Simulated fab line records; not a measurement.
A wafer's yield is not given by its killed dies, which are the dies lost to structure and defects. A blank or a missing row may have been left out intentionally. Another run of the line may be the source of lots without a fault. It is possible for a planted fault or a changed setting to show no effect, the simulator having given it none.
fab line records    flow nand_harc
record: lots: 14  wafers: 42  last_day: 33
route steps=1302 shown A_M0@1166 A_M1@1182
lots untouched by any fault: they come from a run of this same line in which no faults occurred
start_h: hours from the record's first day to the start of the lot's first wafer shown    wait_h: time in hours since the lot's previous step    " unchanged from the row above    L1.1+2: a row that stands for several wafers    - either no value or no given start    * or withheld: withheld    < > ~ a bound
route shown NAME@n: NAME is a module with steps in the file, n the number in the route of the first one    usual: mean and standard deviation over wafers with no fault    same: alike in all rows    chamber/n: place in a boat    sites: each site's reading    _std_site: standard deviation across them    _edge_site: outer sites' mean less inner sites'    radius_mm: how far each site lies from the wafer's centre    mask NAME#n: copy n    behind: the most recent tool/chamber to have shaped the wafer    hold: cause of the lot's hold/its duration in hours/its outcome    device: transistor that didn't switch, given as n, p or np    end of line: tests run on the same wafers once the route is complete    a step given without rows: its recipe and nothing more    killed: count of dies lost to structure and defects at first sort (not the wafer's yield)    map: shows each die of a wafer: x if killed, . if not, _ if none is there
set.NAME: the setting as run; set.NAME@STEP: as run at that earlier step    model.NAME: the simulator's own value behind a step, which no gauge read
the route's steps for a sample of lots (tables are steps, rows are wafers)
services: a tool's chamber out of use, with start hour (start_h, from the record's first day; less than 0 if before it), hours out, and reason
== steps ==
step: NHARC_A_M0_INSPECT_27
usual: raw_defect_count: 515/110
lot.wafer  tool               chamber  start_h  wait_h  raw_defect_count
L364.2     defect_inspect-01  -        527.59   0.0     425
L364.5     "                  -        "        "       530
L364.6     "                  -        "        "       488
L366.1     defect_inspect-02  -        557.84   0.0     532
L366.3     "                  -        "        "       509
L366.4     "                  -        "        "       392
L365.1     defect_inspect-02  -        560.71   0.0     460
L365.3     "                  -        "        "       444
L365.4     "                  -        "        "       580
L368.2     defect_inspect-01  -        570.72   0.0     465
L368.3     "                  -        "        "       580
L368.6     "                  -        "        "       699
L375.2     defect_inspect-02  -        666.41   0.0     595
L375.3     "                  -        "        "       464
L375.5     "                  -        "        "       569
L378.4     defect_inspect-02  -        670.37   0.0     532
L378.5     "                  -        "        "       661
L378.6     "                  -        "        "       550
L376.3     defect_inspect-02  -        670.68   0.0     475
L376.4     "                  -        "        "       600
L376.5     "                  -        "        "       462
L379.1     defect_inspect-02  -        683.59   0.0     694
L379.3     "                  -        "        "       412
L379.6     "                  -        "        "       595
L380.1     defect_inspect-01  -        708.11   0.0     467
L380.4     "                  -        "        "       542
L380.5     "                  -        "        "       386
L384.2     defect_inspect-01  -        722.96   0.0     340
L384.3     "                  -        "        "       402
L384.4     "                  -        "        "       376
L382.2     defect_inspect-02  -        724.56   0.0     618
L382.4     "                  -        "        "       591
L382.5     "                  -        "        "       585
L383.4     defect_inspect-02  -        728.17   0.0     580
L383.5     "                  -        "        "       557
L383.6     "                  -        "        "       421
L385.4     defect_inspect-02  -        739.81   0.0     501
L385.5     "                  -        "        "       582
L385.6     "                  -        "        "       653
L386.3     defect_inspect-01  -        753.92   0.0     434
L386.4     "                  -        "        "       399
L386.5     "                  -        "        "       460
step: NHARC_A_M0_PRE_CLEAN_31
recipe: time_s: 12  temp_c: 370  rf_power_w: 300  gas: NH3
usual: heater_power_w: 666/110  susceptor_temp_C: 370.02/0.22
lot.wafer  tool      chamber  start_h  wait_h  heater_power_w  since_wet_clean_h  susceptor_temp_C
L364.2     pecvd-02  0        527.68   0.1     542             107                369.74
L364.5     "         2        "        "       648             -                  370.20
L364.6     "         0        "        "       544             -                  369.76
L366.1     pecvd-04  0        558.41   0.6     628             95                 369.82
L366.3     "         1        "        "       697             95                 370.10
L366.4     "         2        "        "       467             -                  370.13
L365.3     pecvd-03  1        560.79   0.1     795             0                  370.08
L365.1     "         2        "        "       699             0                  370.07
L365.4     "         2        "        "       692             -                  370.25
L368.3     pecvd-02  0        570.79   0.1     629             150                370.10
L368.2     "         2        "        "       595             150                369.88
L368.6     "         0        "        "       632             -                  370.42
L375.3     pecvd-02  2        666.47   0.1     598             64                 370.24
L375.2     "         0        "        "       541             64                 370.03
L375.5     "         1        "        "       658             -                  370.39
L378.4     pecvd-03  0        670.47   0.1     602             -                  369.83
L378.5     "         1        "        "       864             -                  369.89
L378.6     "         2        "        "       836             -                  370.08
L376.3     pecvd-04  0        670.75   0.1     655             27                 369.63
L376.4     "         1        "        "       664             -                  370.44
L376.5     "         2        "        "       466             -                  369.74
L379.3     pecvd-02  0        683.67   0.1     633             82                 370.32
L379.1     "         1        "        "       578             82                 369.80
L379.6     "         0        "        "       640             -                  370.40
L380.1     pecvd-03  2        708.18   0.1     718             148                369.84
L380.4     "         2        "        "       724             -                  370.10
L380.5     "         1        "        "       821             -                  370.10
L384.2     pecvd-03  2        723.02   0.1     676             163                369.71
L384.3     "         1        "        "       887             163                369.76
L384.4     "         1        "        "       860             -                  369.59
L382.2     pecvd-03  0        724.65   0.1     594             164                370.12
L382.5     "         2        "        "       784             -                  369.88
L382.4     "         0        "        "       603             -                  369.79
L383.4     pecvd-03  1        728.27   0.1     837             -                  370.09
L383.6     "         2        "        "       831             -                  370.10
L383.5     "         0        "        "       590             -                  370.27
L385.5     pecvd-02  2        739.92   0.1     577             -                  370.13
L385.6     "         0        "        "       634             -                  370.11
L385.4     "         1        "        "       589             -                  370.17
L386.3     pecvd-03  2        754.01   0.1     771             12                 370.40
L386.4     "         0        "        "       622             -                  369.84
L386.5     "         2        "        "       774             -                  370.14
step: NHARC_A_M1_DESCUM_14
recipe: time_s: 3  o2_flow_sccm: 200  ar_flow_sccm: 0  bias_power_w: 0  chemistry: O2
usual: drypump_motor_current_A: 5.8/0.48  oes_product_au: 1.003/0.012  rf_vpp_V: 57.9/0.77  showerhead_plenum_p_Torr: 1.94/0.059  throttle_valve_pct: 11.312/0.0087
lot.wafer  tool         chamber  start_h  wait_h  drypump_motor_current_A  oes_product_au  rf_hours_counter_h  rf_vpp_V  showerhead_plenum_p_Torr  throttle_valve_pct
L364.2     rie_diel-06  2        529.19   0.1     5.7                      0.999           2.2                 58.2      2.00                      11.311
L364.5     "            2        "        "       5.7                      0.995           -                   59.2      2.00                      11.299
L364.6     "            3        "        "       6.5                      1.000           -                   58.3      1.87                      11.314
L366.1     rie_diel-06  2        561.48   0.1     5.7                      1.003           4.1                 58.3      2.00                      11.309
L366.3     "            3        "        "       6.5                      1.016           4.1                 57.6      1.87                      11.310
L366.4     "            0        "        "       5.7                      1.010           4.0                 57.9      1.97                      11.306
L365.3     rie_diel-06  3        562.16   0.1     6.6                      1.017           4.3                 58.0      1.87                      11.314
L365.1     "            0        "        "       5.7                      1.010           4.1                 57.1      1.97                      11.302
L365.4     "            1        "        "       5.1                      0.977           4.1                 57.2      1.91                      11.317
L368.2     rie_diel-01  0        572.32   0.1     5.4                      1.013           0.0                 58.5      1.78                      11.322
L368.3     "            1        "        "       6.1                      1.027           0.0                 58.1      1.96                      11.323
L368.6     "            2        "        "       5.8                      1.010           -                   58.5      1.97                      11.337
L375.2     rie_diel-09  3        667.96   0.1     6.2                      1.009           7.8                 57.3      1.98                      11.326
L375.3     "            2        "        "       5.1                      0.997           8.8                 57.0      1.91                      11.316
L375.5     "            0        "        "       5.7                      0.985           -                   60.3      2.06                      11.297
L378.4     rie_diel-06  2        671.81   0.1     5.7                      0.996           0                   58.3      2.00                      11.324
L378.5     "            0        "        "       5.6                      1.008           -                   58.0      1.96                      11.297
L378.6     "            1        "        "       5.1                      0.996           -                   57.0      1.91                      11.305
L376.3     rie_diel-06  0        672.25   0.1     5.7                      1.007           0.1                 57.7      1.96                      11.319
L376.4     "            1        "        "       5.1                      0.998           0.1                 58.1      1.91                      11.320
L376.5     "            2        "        "       5.7                      1.004           -                   58.1      2.00                      11.299
L379.3     rie_diel-06  2        685.17   0.1     5.7                      1.002           1.2                 57.8      2.00                      11.298
L379.1     "            1        "        "       5.1                      0.990           1.2                 57.2      1.91                      11.325
L379.6     "            3        "        "       6.5                      1.001           -                   58.6      1.87                      11.310
L380.1     rie_diel-06  1        709.70   0.1     5.1                      1.000           2.1                 58.4      1.91                      11.321
L380.4     "            3        "        "       6.6                      1.011           1.9                 56.3      1.87                      11.321
L380.5     "            0        "        "       5.7                      1.005           -                   58.3      1.96                      11.312
L384.2     rie_diel-01  2        724.54   0.1     5.8                      1.004           3.5                 57.2      1.96                      11.307
L384.4     "            3        "        "       5.4                      0.998           3.4                 58.8      1.91                      11.307
L384.3     "            1        "        "       6.1                      1.011           3.5                 58.0      1.96                      11.292
L382.4     rie_diel-09  0        726.01   0.1     5.7                      1.013           3.6                 58.3      2.06                      11.313
L382.2     "            3        "        "       6.2                      0.992           3.6                 57.2      1.98                      11.317
L382.5     "            1        "        "       5.4                      1.006           -                   58.1      2.02                      11.315
L383.4     rie_diel-06  2        729.90   0.1     5.7                      0.992           4.0                 58.0      2.00                      11.310
L383.6     "            3        "        "       6.5                      1.009           -                   58.2      1.87                      11.302
L383.5     "            0        "        "       5.6                      0.991           -                   57.5      1.96                      11.298
L385.4     rie_diel-06  2        741.41   0.1     5.7                      1.005           4.8                 57.0      2.00                      11.308
L385.5     "            0        "        "       5.6                      1.001           -                   57.2      1.96                      11.314
L385.6     "            1        "        "       5.1                      1.002           -                   58.0      1.91                      11.330
L386.4     rie_diel-06  0        755.48   0.1     5.7                      0.998           4.4                 58.4      1.96                      11.307
L386.3     "            1        "        "       5.1                      1.008           4.7                 57.7      1.91                      11.311
L386.5     "            3        "        "       6.6                      1.013           -                   58.1      1.87                      11.320
step: NHARC_A_M1_ETCH_28
recipe: target_depth_a: 300  over_etch_frac: 0.3  time_s: 72.99  ion_energy_ev: 150  cf4_flow_sccm: 50  n2_flow_sccm: 100  ar_flow_sccm: 150  rf_w: 300  bias_w: 100  chemistry: CF4/N2
usual: bias_w: 100.0/0.31  cf4_flow_sccm: 49.99/0.15  drypump_motor_current_A: 5.7/0.42  n2_flow_sccm: 100.0/0.32  oes_product_au: 1.001/0.011  rf_vpp_V: 315.0/1.8  showerhead_plenum_p_Torr: 2.68/0.093  throttle_valve_pct: 19.795/0.0096
lot.wafer  tool         chamber  start_h  wait_h  bias_w  cf4_flow_sccm  drypump_motor_current_A  n2_flow_sccm  oes_product_au  rf_hours_counter_h  rf_vpp_V  showerhead_plenum_p_Torr  throttle_valve_pct
L364.2     rie_diel-09  3        529.84   -       100.1   50.06          6.2                      99.6          1.007           0.5                 316.3     2.72                      19.787
L364.5     "            0        "        "       99.4    50.11          5.7                      100.2         0.999           -                   318.4     2.82                      19.790
L364.6     "            1        "        "       99.8    49.98          5.4                      99.9          1.014           -                   318.1     2.78                      19.810
L366.3     rie_diel-06  2        562.10   -       99.9    50.18          5.7                      100.1         0.994           4.3                 315.7     2.74                      19.800
L366.1     "            3        "        "       100.2   49.72          6.5                      100.3         1.016           4.3                 312.2     2.57                      19.790
L366.4     "            0        "        "       99.8    50.01          5.7                      99.9          1.005           4.1                 314.5     2.69                      19.793
L365.1     rie_diel-09  3        562.79   -       -       -              -                        -             -               -                   -         -                         -
L365.3     "            1        "        "       -       -              -                        -             -               -                   -         -                         -
L365.4     "            2        "        "       -       -              -                        -             -               -                   -         -                         -
L368.3     rie_diel-06  2        572.93   -       -       -              -                        -             -               -                   -         -                         -
L368.2     "            3        "        "       -       -              -                        -             -               -                   -         -                         -
L368.6     "            1        "        "       -       -              -                        -             -               -                   -         -                         -
L375.2     rie_diel-09  0        668.58   -       99.8    50.13          5.7                      99.6          0.989           9.1                 316.8     2.81                      19.797
L375.3     "            3        "        "       100.1   49.83          6.2                      100.6         1.007           7.9                 314.8     2.71                      19.792
L375.5     "            0        "        "       100.0   50.11          5.7                      99.8          0.988           -                   317.3     2.81                      19.801
L378.4     rie_diel-01  3        672.41   -       100.3   50.14          5.4                      100.0         1.010           2.1                 312.3     2.63                      19.818
L378.6     "            3        "        "       100.3   50.11          5.4                      100.4         1.007           -                   312.2     2.63                      19.797
L378.5     "            0        "        "       99.6    50.16          5.4                      99.8          1.017           -                   310.9     2.46                      19.774
L376.4     rie_diel-01  1        672.85   -       99.5    49.95          6.1                      100.0         1.010           2.5                 316.4     2.69                      19.783
L376.3     "            3        "        "       99.7    50.10          5.4                      99.7          0.995           2.2                 314.4     2.63                      19.788
L376.5     "            1        "        "       99.8    49.61          6.1                      99.5          1.019           -                   314.8     2.69                      19.799
L379.1     rie_diel-01  0        685.80   -       100.4   50.04          5.5                      100.2         1.001           3.0                 311.1     2.46                      19.807
L379.3     "            1        "        "       99.9    50.03          6.1                      100.2         1.009           3.0                 314.6     2.69                      19.793
L379.6     "            3        "        "       100.1   49.92          5.4                      99.9          1.004           -                   314.5     2.63                      19.800
L380.1     rie_diel-01  2        710.32   -       100.1   50.13          5.8                      100.3         1.012           3.3                 315.7     2.69                      19.795
L380.4     "            0        "        "       100.1   50.19          5.4                      100.1         1.015           3.4                 311.3     2.46                      19.780
L380.5     "            2        "        "       99.8    50.09          5.9                      99.9          1.008           -                   315.2     2.69                      19.804
L384.2     rie_diel-09  0        725.16   -       99.3    50.01          5.7                      99.5          1.017           3.5                 317.4     2.81                      19.787
L384.4     "            2        "        "       100.1   50.07          5.1                      99.8          1.003           3.5                 315.2     2.62                      19.797
L384.3     "            3        "        "       100.1   49.98          6.2                      100.4         0.990           3.6                 316.7     2.71                      19.785
L382.4     rie_diel-09  3        726.63   -       99.9    50.16          6.2                      99.7          0.992           3.7                 316.5     2.71                      19.788
L382.2     "            1        "        "       100.1   50.19          5.4                      100.3         0.991           3.5                 316.9     2.77                      19.802
L382.5     "            3        "        "       99.8    49.98          6.2                      99.4          0.992           -                   315.7     2.71                      19.792
L383.4     rie_diel-09  3        730.49   -       100.3   49.67          6.3                      100.1         0.984           3.9                 314.5     2.71                      19.788
L383.6     "            3        "        "       99.7    49.84          6.2                      100.5         0.984           -                   313.5     2.71                      19.795
L383.5     "            0        "        "       100.3   49.80          5.7                      100.3         1.005           -                   317.2     2.81                      19.798
L385.5     rie_diel-09  1        742.09   -       99.6    49.89          5.4                      99.8          0.980           -                   315.7     2.77                      19.791
L385.6     "            2        "        "       100.0   49.80          5.1                      99.7          0.991           -                   313.9     2.62                      19.801
L385.4     "            3        "        "       99.8    49.66          6.3                      100.3         0.974           -                   314.8     2.71                      19.798
L386.4     rie_diel-09  0        756.09   -       100.2   49.91          5.7                      100.0         1.019           4.3                 316.6     2.81                      19.783
L386.3     "            1        "        "       100.1   49.99          5.4                      99.9          0.994           4.2                 316.4     2.77                      19.797
L386.5     "            1        "        "       100.1   49.75          5.4                      100.3         0.988           -                   316.3     2.77                      19.796
== services ==
tool         chamber  start_h  hours  kind
rie_diel-06  0        517.95   -      clean
rie_diel-06  1        517.95   -      clean
rie_diel-06  2        517.95   -      clean
rie_diel-06  3        517.95   -      clean
rie_diel-09  2        533.51   3.5    repair
rie_diel-01  0        539.28   3.0    repair
pecvd-03     -        547.48   13.0   pm
rie_diel-01  -        557.82   9.0    pm
pecvd-02     -        589.00   13.0   pm
rie_diel-06  1        600.42   3.5    repair
rie_diel-01  2        607.39   15.4   repair
rie_diel-01  3        621.53   10.6   repair
pecvd-02     0        622.98   30.7   repair
pecvd-04     -        631.20   13.0   pm
rie_diel-09  2        639.37   20.3   repair
pecvd-02     2        640.22   6.0    repair
rie_diel-06  -        661.42   9.0    pm
rie_diel-09  -        674.11   9.0    pm
rie_diel-01  -        676.24   4.4    repair
rie_diel-09  -        703.33   0.5    repair
pecvd-02     1        706.61   28.0   repair
pecvd-03     -        728.57   13.0   pm
rie_diel-01  -        734.82   9.0    pm
rie_diel-09  0        740.32   7.1    repair
== key ==
first_sign: step: NHARC_A_M1_ETCH_28  reading: tool_record  direction: missing
effect none on later readings
met_at NHARC_A_M1_ETCH_28
struck_lots L365,L368
later_rows_left_out L365.1,L365.3,L365.4,L368.2,L368.3,L368.6
sort_left_out L365.1,L365.3,L365.4,L368.2,L368.3,L368.6
not_acting_at NHARC_A_M0_INSPECT_27,NHARC_A_M0_PRE_CLEAN_31,NHARC_A_M1_DESCUM_14
onset_between 562.10 562.79
earlier_fault: kind: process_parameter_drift  tool: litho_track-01  chamber: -  onset_h: 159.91  steps: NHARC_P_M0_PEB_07  channel: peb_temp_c  offset: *  shape: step  acts_in: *  stated: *
fault: kind: skipped_step_whole  tool: rie_diel-06,rie_diel-09  chamber: -  onset_h: 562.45  steps: NHARC_A_M1_ETCH_28  scope: struck_lots_only
sort_left_out: the simulated sort isn't trusted on such a fault, so these wafers' sort isn't shown, and their yield isn't known
later_rows_left_out: the simulator's readings of these wafers behind a module that went badly wrong aren't trusted and aren't shown, but for the sort
